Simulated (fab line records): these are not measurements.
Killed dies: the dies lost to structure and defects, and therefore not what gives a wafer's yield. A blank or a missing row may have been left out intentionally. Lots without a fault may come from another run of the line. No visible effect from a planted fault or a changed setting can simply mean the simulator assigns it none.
Matching of chambers | flow n5-finfet | N5_BEOL_M0_ETCH_128 on rie-diel-04: 4 sister chambers
The step etches SiCN in CF4/N2, target depth 12 nm, overetch 5.1 nm, time 21.4 s. 14 wafers are shown with their chamber, then 7 later ones without.

WAFERS PAIRED WITH THEIR CHAMBERS
wafer  | chamber | showerhead-plenum-p-Torr (Torr) | throttle-valve-pct (%) | rf-vpp-V (V)
L078.1 | 1       | 2.13                            | 15.74                  | 379.8
L078.5 | 2       | 2.18                            | 15.45                  | 382.3
L078.6 | 3       | 2.14                            | 15.44                  | 380.9
L081.2 | 0       | 2.26                            | 15.42                  | 384.6
L081.3 | 3       | 2.14                            | 15.45                  | 381.8
L081.6 | 0       | 2.26                            | 15.45                  | 385.7
L085.1 | 0       | 2.26                            | 15.47                  | 384.6
L085.4 | 0       | 2.26                            | 15.48                  | 384.6
L085.5 | 3       | 2.13                            | 15.48                  | 380.1
L086.2 | 2       | 2.17                            | 15.49                  | 380.8
L086.3 | 0       | 2.26                            | 15.47                  | 384.4
L086.6 | 1       | 2.13                            | 15.77                  | 379.8
L088.4 | 3       | 2.13                            | 15.48                  | 379.7
L088.5 | 1       | 2.12                            | 15.78                  | 379.6

SIGNATURES (averages over the wafers above)
reading                  | chamber 0 | chamber 1 | chamber 2 | chamber 3 | scatter within a chamber
showerhead-plenum-p-Torr | 2.2600    | 2.1267    | 2.1750    | 2.1350    | 0.00465
throttle-valve-pct       | 15.4580   | 15.7633   | 15.4700   | 15.4625   | 0.0229
rf-vpp-V                 | 384.780   | 379.733   | 381.550   | 380.625   | 0.695
Rule: a wafer's distance from a chamber is the root of the sum, over the readings, of the square of ((its reading less the chamber's mean) divided by the reading's scatter). If the next closest chamber is less than 2 further off than the closest, the wafer can't be placed; otherwise it belongs to the closest. The scatter: take each reading less its chamber's mean, square it, sum over the shown wafers, divide by the number of wafers less the number of chambers, and take the root.

WAFERS WHOSE CHAMBER IS MISSING
wafer  | showerhead-plenum-p-Torr (Torr) | throttle-valve-pct (%) | rf-vpp-V (V)
L088.6 | 2.17                            | 15.49                  | 381.9
L094.1 | 2.25                            | 15.51                  | 385.1
L094.4 | 2.17                            | 15.52                  | 382.3
L094.5 | 2.12                            | 15.80                  | 379.8
L095.2 | 2.25                            | 15.50                  | 385.0
L095.5 | 2.12                            | 15.81                  | 379.5
L095.6 | 2.25                            | 15.50                  | 384.1

THE CHAMBER EACH PASSED THROUGH
wafer  | from the rows above | in truth
L088.6 | 2                   | 2
L094.1 | 0                   | 0
L094.4 | 2                   | 2
L094.5 | 1                   | 1
L095.2 | 0                   | 0
L095.5 | 1                   | 1
L095.6 | 0                   | 0
Placed correctly: 7 of 7. Number that these rows cannot place: 0. Placed wrongly: 0.
